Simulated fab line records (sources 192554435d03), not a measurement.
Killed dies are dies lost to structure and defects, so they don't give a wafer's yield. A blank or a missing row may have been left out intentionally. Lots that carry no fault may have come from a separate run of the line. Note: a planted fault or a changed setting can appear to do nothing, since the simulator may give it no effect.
fab line records | flow n5_finfet
record: lots: 13 wafers: 37 last_day: 19
route steps=1938 shown BEOL_M5@1169 PASSIVATION@1936
lots with no fault: from the same line, run without faults
start_h: the number of hours between the record's first day and the start of the first shown wafer of the lot | wait_h: hours since the lot's step before | " repeats the value in the row above | L1.1+2: a row that stands for several wafers | - no value present, or no start provided | * or withheld: withheld | < > ~ a bound
route shown NAME@n: NAME is a module with steps in the file, n the number in the route of the first one | usual: mean/standard deviation taken from wafers without a fault | same: alike in all rows | chamber/n: place in a boat | sites: readings site by site | _std_site: standard deviation across them | _edge_site: the outer-site mean with the inner-site mean subtracted | radius_mm: for every site, how far away it sits from the centre of the wafer | mask NAME#n: copy n | behind: tool/chamber where the wafer was last shaped | hold: cause of the lot's hold/its duration in hours/its outcome | device: whichever transistor did not switch (one of n, p or np) | end of line: tests run on the same wafers once the route is complete | step lacking rows: just its recipe | killed: count of dies lost to structure and defects at first sort (not the wafer's yield) | map: a wafer's dies, x killed, . not, _ none there
set.NAME: setting as actually run; set.NAME@STEP: the setting as run at that earlier step | model.NAME: the simulator's own value behind a step, which no gauge read
the route's steps for a sample of lots (tables are steps, rows are wafers)
services: a tool's chamber out of use, with start hour (start_h, from the record's first day; less than 0 if before it), hours out, and reason
== steps ==
step: N5_BEOL_M5_CURE_80
recipe: temp_c: 370 time_s: 120 ambient: DMADMS/He material: SiCOH_lowk
usual: lamp_power_pct: 52.31/0.054 wafer_temp_C_max: 371.5/0.47
same: time_s: 120
columns lot.wafer tool chamber start_h wait_h lamp_power_pct wafer_temp_C_max
L497.1 uv_cure-02 1 191.36 0.0 52.24 372.5
L497.2 " 1 " " 52.30 372.1
L497.6 " 1 " " 52.34 372.3
L500.3 uv_cure-03 1 201.00 0.4 52.37 371.4
L500.5 " 1 " " 52.39 370.9
L502.2 uv_cure-02 1 221.23 0.1 52.31 371.9
L502.5 " 1 " " 52.33 372.3
L502.6 " 1 " " 52.24 372.1
L501.1 uv_cure-03 2 226.77 0.0 52.29 371.6
L501.4 " 2 " " 52.37 371.3
L501.6 " 2 " " 52.32 371.6
L503.1 uv_cure-01 0 243.74 0.1 52.31 371.2
L503.3 " 0 " " 52.33 371.0
L503.6 " 0 " " 52.28 371.1
L507.1 uv_cure-01 1 278.93 0.2 52.33 371.0
L507.4 " 1 " " 52.26 371.7
L508.1 uv_cure-03 2 281.38 0.0 52.29 371.3
L508.2 " 2 " " 52.32 371.8
L508.4 " 2 " " 52.25 371.9
L510.2 uv_cure-01 0 288.69 0.4 52.28 371.0
L510.3 " 0 " " 52.24 371.5
L510.5 " 0 " " 52.40 371.6
L509.1 uv_cure-03 2 297.87 0.0 52.33 371.4
L509.5 " 2 " " 52.40 371.2
L509.6 " 2 " " 52.34 372.0
L511.1 uv_cure-02 1 302.53 0.0 52.30 372.1
L511.3 " 1 " " 52.34 372.1
L511.4 " 1 " " 52.25 371.9
L515.2 uv_cure-01 1 304.72 0.1 52.29 371.2
L515.3 " 1 " " 52.35 371.1
L515.5 " 1 " " 52.31 371.5
L517.1 uv_cure-01 1 318.12 0.0 52.25 371.1
L517.3 " 1 " " 52.26 371.7
L517.5 " 1 " " 52.27 371.1
L518.1 uv_cure-01 2 341.31 0.0 52.30 370.9
L518.5 " 2 " " 52.32 371.3
L518.6 " 2 " " 52.29 371.1
step: N5_BEOL_M5_DEGAS_44
recipe: ambient: vacuum temp_c: 250 time_s: 60
usual: heater_power_w: 326/29
same: time_s: 60
columns lot.wafer tool chamber start_h wait_h heater_power_w
L497.1 pvd_sputter-02 - 191.91 0.5 302
L497.2 " - " " 376
L497.6 " - " " 306
L500.3 pvd_sputter-01 - 202.99 1.9 350
L500.5 " - " " 301
L502.2 pvd_sputter-01 - 221.57 0.3 301
L502.5 " - " " 285
L502.6 " - " " 327
L501.1 pvd_sputter-01 - 227.12 0.3 306
L501.4 " - " " 322
L501.6 " - " " 346
L503.1 pvd_sputter-01 - 245.71 1.9 345
L503.3 " - " " 302
L503.6 " - " " 276
L507.1 pvd_sputter-03 - 279.29 0.3 350
L507.4 " - " " 352
L508.1 pvd_sputter-03 - 281.83 0.4 293
L508.2 " - " " 352
L508.4 " - " " 355
L510.2 pvd_sputter-01 - 289.23 0.4 345
L510.3 " - " " 307
L510.5 " - " " 282
L509.1 pvd_sputter-03 - 298.52 0.5 354
L509.5 " - " " 341
L509.6 " - " " 298
L511.1 pvd_sputter-03 - 303.12 0.5 289
L511.3 " - " " 351
L511.4 " - " " 311
L515.2 pvd_sputter-02 - 306.54 1.8 347
L515.3 " - " " 323
L515.5 " - " " 324
L517.1 pvd_sputter-01 - 318.53 0.4 304
L517.3 " - " " 330
L517.5 " - " " 352
L518.1 pvd_sputter-01 - 342.04 0.7 278
L518.5 " - " " 347
L518.6 " - " " 301
step: N5_BEOL_M5_SURFACE_TREAT_87
recipe: gas: Ar time_s: * ion_energy_ev: * ion_current_ma_cm2: 0.5 pressure_mtorr: * ar_flow_sccm: 30
usual: throttle_valve_pct: *
same: time_s: *
columns lot.wafer tool chamber start_h wait_h throttle_valve_pct
L497.1 pvd_sputter-03 - 192.25 0.1 *
L497.2 " - " " *
L497.6 " - " " *
L500.3 pvd_sputter-01 - 203.49 0.2 *
L500.5 " - " " *
L502.2 pvd_sputter-03 - 221.90 0.1 *
L502.5 " - " " *
L502.6 " - " " *
L501.1 pvd_sputter-02 - 229.05 1.5 *
L501.4 " - " " *
L501.6 " - " " *
L503.1 pvd_sputter-01 - 246.07 0.2 *
L503.3 " - " " *
L503.6 " - " " *
L507.1 pvd_sputter-01 - 280.56 1.1 *
L507.4 " - " " *
L508.1 pvd_sputter-02 - 282.19 0.2 *
L508.2 " - " " *
L508.4 " - " " *
L510.2 pvd_sputter-01 - 289.67 0.2 *
L510.3 " - " " *
L510.5 " - " " *
L509.1 pvd_sputter-02 - 298.90 0.2 *
L509.5 " - " " *
L509.6 " - " " *
L511.1 pvd_sputter-02 - 303.56 0.2 *
L511.3 " - " " *
L511.4 " - " " *
L515.2 pvd_sputter-03 - 307.02 0.3 *
L515.3 " - " " *
L515.5 " - " " *
L517.1 pvd_sputter-02 - 319.24 0.5 *
L517.3 " - " " *
L517.5 " - " " *
L518.1 pvd_sputter-01 - 342.57 0.2 *
L518.5 " - " " *
L518.6 " - " " *
step: N5_BEOL_M5_ANNEAL_49
recipe: temp_c: 400 time_s: 1800 ambient: vacuum
usual: heater_power_w: 818/70 susceptor_temp_C: 400.01/0.22 susceptor_temp_C_max: 401.0/0.35 time_s: 1800/0
columns lot.wafer tool chamber start_h wait_h heater_power_w susceptor_temp_C susceptor_temp_C_max time_s
L497.1 pvd_sputter-01 - 192.55 0.0 866 400.16 400.9 1800
L497.2 " - " " 691 399.88 400.5 1800
L497.6 " - " " 847 399.74 400.6 1800
L500.3 pvd_sputter-02 - 203.79 0.0 922 399.83 400.6 1800
L500.5 " - " " 781 399.88 401.8 1800
L502.2 pvd_sputter-01 - 222.19 0.0 814 399.97 400.8 1800
L502.5 " - " " 748 399.91 401.2 1800
L502.6 " - " " 815 399.99 400.9 1800
L501.1 pvd_sputter-03 - 229.44 0.0 783 399.65 400.5 1800
L501.4 " - " " 883 399.73 401.0 1800
L501.6 " - " " 898 400.09 400.8 1800
L503.1 pvd_sputter-02 - 246.39 0.0 784 399.89 400.7 1800
L503.3 " - " " 917 400.20 400.8 1800
L503.6 " - " " 942 399.98 400.7 1800
L507.1 pvd_sputter-01 - 280.86 0.0 773 399.87 400.8 1800
L507.4 " - " " 829 400.17 401.0 1800
L508.1 pvd_sputter-02 - 282.61 0.0 - - - -
L508.2 " - " " - - - -
L508.4 " - " " - - - -
L510.2 pvd_sputter-02 - 290.01 0.0 - - - -
L510.3 " - " " - - - -
L510.5 " - " " - - - -
L509.1 pvd_sputter-02 - 299.21 0.0 - - - -
L509.5 " - " " - - - -
L509.6 " - " " - - - -
L511.1 pvd_sputter-01 - 303.88 0.0 764 399.87 400.8 1800
L511.3 " - " " 689 399.97 400.9 1800
L511.4 " - " " 861 399.93 400.8 1800
L515.2 pvd_sputter-03 - 307.46 0.0 866 399.93 400.6 1800
L515.3 " - " " 743 400.23 401.2 1800
L515.5 " - " " 756 399.54 400.3 1800
L517.1 pvd_sputter-02 - 319.96 0.0 774 399.70 400.8 1800
L517.3 " - " " 912 400.09 401.2 1800
L517.5 " - " " 904 400.10 401.8 1800
L518.1 pvd_sputter-02 - 342.88 0.0 768 400.26 401.1 1800
L518.5 " - " " 774 399.86 401.1 1800
L518.6 " - " " 782 400.25 400.8 1800
step: N5_PASSIVATION_PROBE_49
usual: defect_limited_yield: 91.0/1.5 killed_at_M0_to_M3: 35/11 killed_at_M4_up: 13/5 killed_at_contacts: 12/5.9 killed_at_front_end: 42/13 killed_at_other: 3/3.2 killed_dies: 106/18 killed_open: 69/13 killed_short: 35/8.9 sort_bin_5_function: 5.2/0.95 sort_bin_6_memory: 3.3/0.71 sort_n_pass: 1074/18 sort_yield_pct: 91.0/1.5
same: gross_dies: 1180 killed_at_back_side: 0 sort_bin_4_leakage[%]: 0 sort_bin_8_speed[%]: 0
columns lot.wafer tool chamber start_h wait_h defect_limited_yield[%] killed_at_M0_to_M3 killed_at_M4_up killed_at_contacts killed_at_front_end killed_at_other killed_dies killed_open killed_short sort_bin_5_function[%] sort_bin_6_memory[%] sort_n_pass sort_yield_pct[%]
L501.1 prober-02 - 339.87 0.0 93.3 15 11 7 42 4 79 55 22 4.3 2.3 1101 93.3
L501.4 prober-02 - 340.02 0.2 92.5 17 13 5 53 0 88 62 26 3.8 3.3 1092 92.5
L501.6 prober-02 - 340.12 0.3 91.1 24 15 12 53 1 105 68 35 5.8 3.1 1075 91.1
L510.2 prober-01 - 392.09 0.1 90.8 30 14 7 55 3 109 72 37 6.4 2.6 1071 90.8
L510.3 prober-01 - 392.14 0.1 91.0 28 13 8 47 10 106 75 28 4.8 3.5 1074 91.0
L510.5 prober-01 - 392.24 0.2 91.5 31 15 17 32 5 100 70 30 4.6 3.6 1080 91.5
L511.1 prober-02 - 402.34 0.0 90.3 23 7 21 60 4 115 86 27 6.0 3.4 1065 90.3
L511.3 prober-02 - 402.44 0.1 92.3 30 9 8 35 9 91 52 31 4.3 2.6 1089 92.3
L511.4 prober-02 - 402.49 0.2 91.9 35 7 18 32 3 95 65 29 4.0 3.8 1085 91.9
L515.2 prober-02 - 409.66 0.1 88.6 56 13 14 51 1 135 79 52 6.2 4.7 1045 88.6
L515.3 prober-02 - 409.71 0.1 89.6 49 12 11 49 2 123 74 49 6.9 3.0 1057 89.6
L515.5 prober-02 - 409.81 0.2 88.3 52 14 14 57 1 138 85 48 6.4 4.8 1042 88.3
L517.1 prober-02 - 436.08 0.0 93.6 20 9 12 35 0 76 42 33 4.2 2.0 1104 93.6
L517.3 prober-02 - 436.18 0.1 91.9 24 13 15 44 0 96 68 26 4.6 3.3 1084 91.9
L517.5 prober-02 - 436.28 0.2 91.2 42 10 21 29 2 104 71 29 4.1 4.3 1076 91.2
killed by level:class
L501.1 STI_FIN_REVEAL:geometric_particle:open=10 FIN_SAQP:geometric_particle:open=9 FIN_SAQP:geometric_particle:short=8 GATE_CUT:geometric_particle:open=7 MOL_CONTACT_COAG:geometric_particle:open=5 BEOL_M3:geometric_particle:open=5 BEOL_M0_SAQP:geometric_particle:short=4 DUMMY_GATE:geometric_particle:open=3
L501.4 FIN_SAQP:geometric_particle:short=11 FIN_SAQP:geometric_particle:open=10 STI_FIN_REVEAL:geometric_particle:open=9 BEOL_M0_SAQP:geometric_particle:open=7 GATE_CUT:geometric_particle:short=5 MOL_CONTACT_COAG:geometric_particle:open=5 BEOL_M4:geometric_particle:open=5 BEOL_M2:geometric_particle:open=4
L501.6 STI_FIN_REVEAL:geometric_particle:open=14 FIN_SAQP:geometric_particle:open=12 MOL_CONTACT_COAG:geometric_particle:open=10 BEOL_M4:geometric_particle:open=8 BEOL_M0_SAQP:geometric_particle:short=7 GATE_CUT:geometric_particle:short=7 STI_FIN_REVEAL:geometric_particle:short=5 FIN_SAQP:geometric_particle:short=4
L510.2 FIN_SAQP:geometric_particle:open=18 FIN_SAQP:geometric_particle:short=8 DUMMY_GATE:geometric_particle:open=7 STI_FIN_REVEAL:geometric_particle:open=6 BEOL_M1:geometric_particle:open=6 BEOL_M6:geometric_particle:open=5 GATE_CUT:geometric_particle:short=5 MOL_CONTACT_COAG:geometric_particle:open=5
L510.3 FIN_SAQP:geometric_particle:open=18 BEOL_M3:geometric_particle:open=11 STI_FIN_REVEAL:geometric_particle:open=10 MOL_CONTACT_COAG:geometric_particle:open=6 FIN_SAQP:geometric_particle:short=5 BEOL_M0_SAQP:geometric_particle:short=5 BEOL_M4:geometric_particle:open=5 BEOL_M1:geometric_particle:open=4
L510.5 FIN_SAQP:geometric_particle:open=13 MOL_CONTACT_COAG:geometric_particle:open=13 BEOL_M4:geometric_particle:open=10 BEOL_M1:geometric_particle:open=7 BEOL_M3:geometric_particle:open=7 FIN_SAQP:geometric_particle:short=5 GATE_CUT:geometric_particle:short=4 MOL_CONTACT_COAG:geometric_particle:short=4
L511.1 FIN_SAQP:geometric_particle:open=19 MOL_CONTACT_COAG:geometric_particle:open=19 FIN_SAQP:geometric_particle:short=11 DUMMY_GATE:geometric_particle:open=10 STI_FIN_REVEAL:geometric_particle:open=7 BEOL_M0_SAQP:geometric_particle:open=7 BEOL_M2:geometric_particle:open=6 GATE_CUT:geometric_particle:open=4
L511.3 BEOL_M3:geometric_particle:open=10 FIN_SAQP:geometric_particle:open=9 FIN_SAQP:geometric_particle:short=7 BEOL_M1:geometric_particle:open=6 MOL_CONTACT_COAG:geometric_particle:open=5 BEOL_M0_SAQP:geometric_particle:short=4 STARTING-WAFER:geometric_particle:short=4 HKMG_FIN:area_etch=4
L511.4 MOL_CONTACT_COAG:geometric_particle:open=13 STI_FIN_REVEAL:geometric_particle:open=7 DUMMY_GATE:geometric_particle:open=7 BEOL_M3:geometric_particle:open=7 BEOL_M2:geometric_particle:open=7 FIN_SAQP:geometric_particle:short=5 MOL_CONTACT_COAG:geometric_particle:short=5 BEOL_M0_SAQP:geometric_particle:open=5
L515.2 BEOL_M0_SAQP:geometric_particle:short=19 STI_FIN_REVEAL:geometric_particle:open=14 BEOL_M0_SAQP:geometric_particle:open=14 MOL_CONTACT_COAG:geometric_particle:open=11 FIN_SAQP:geometric_particle:short=10 BEOL_M1:geometric_particle:open=6 FIN_SAQP:geometric_particle:open=5 BEOL_M1:geometric_particle:short=5
L515.3 FIN_SAQP:geometric_particle:open=16 BEOL_M0_SAQP:geometric_particle:short=15 FIN_SAQP:geometric_particle:short=11 MOL_CONTACT_COAG:geometric_particle:open=9 BEOL_M0_SAQP:geometric_particle:open=8 BEOL_M2:geometric_particle:short=8 BEOL_M2:geometric_particle:open=6 BEOL_M1:geometric_particle:open=6
L515.5 BEOL_M0_SAQP:geometric_particle:open=16 STI_FIN_REVEAL:geometric_particle:open=14 FIN_SAQP:geometric_particle:short=12 MOL_CONTACT_COAG:geometric_particle:open=10 FIN_SAQP:geometric_particle:open=8 BEOL_M0_SAQP:geometric_particle:short=8 BEOL_M4:geometric_particle:open=7 BEOL_M2:geometric_particle:open=6
L517.1 MOL_CONTACT_COAG:geometric_particle:open=9 DUMMY_GATE:geometric_particle:open=6 BEOL_M0_SAQP:geometric_particle:short=6 FIN_SAQP:geometric_particle:short=5 GATE_CUT:geometric_particle:short=4 BEOL_M0_SAQP:geometric_particle:open=4 STI_FIN_REVEAL:geometric_particle:short=3 DUMMY_GATE:geometric_particle:short=3
L517.3 MOL_CONTACT_COAG:geometric_particle:open=11 STI_FIN_REVEAL:geometric_particle:open=7 FIN_SAQP:geometric_particle:open=6 DUMMY_GATE:geometric_particle:open=6 GATE_CUT:geometric_particle:open=6 BEOL_M2:geometric_particle:open=6 GATE_CUT:geometric_particle:short=5 BEOL_M0_SAQP:geometric_particle:short=5
L517.5 MOL_CONTACT_COAG:geometric_particle:open=19 BEOL_M2:geometric_particle:open=9 BEOL_M3:geometric_particle:open=9 STI_FIN_REVEAL:geometric_particle:open=8 BEOL_M0_SAQP:geometric_particle:short=7 BEOL_M4:geometric_particle:open=5 GATE_CUT:geometric_particle:short=4 BEOL_M2:geometric_particle:short=4
== services ==
columns tool chamber start_h hours kind
uv_cure-02 - 182.55 3.4 pm
uv_cure-03 - 223.44 1.0 pm
pvd_sputter-02 - 229.10 4.9 repair
uv_cure-01 - 260.68 1.3 repair
pvd_sputter-01 - 264.67 2.1 repair
uv_cure-02 - 275.49 9.4 repair
uv_cure-01 - 330.93 2.8 pm
== key ==
first_sign: step: N5_BEOL_M5_ANNEAL_49 reading: tool_record direction: missing
effect none on later readings
met_at N5_BEOL_M5_ANNEAL_49
struck_lots L508,L509,L510
not_acting_at N5_BEOL_M5_CURE_80,N5_BEOL_M5_DEGAS_44,N5_BEOL_M5_SURFACE_TREAT_87
onset_between 246.39 282.61
fault: kind: skipped_step_whole tool: pvd_sputter-02 chamber: - onset_h: 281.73 steps: N5_BEOL_M5_ANNEAL_49 scope: struck_lots_only
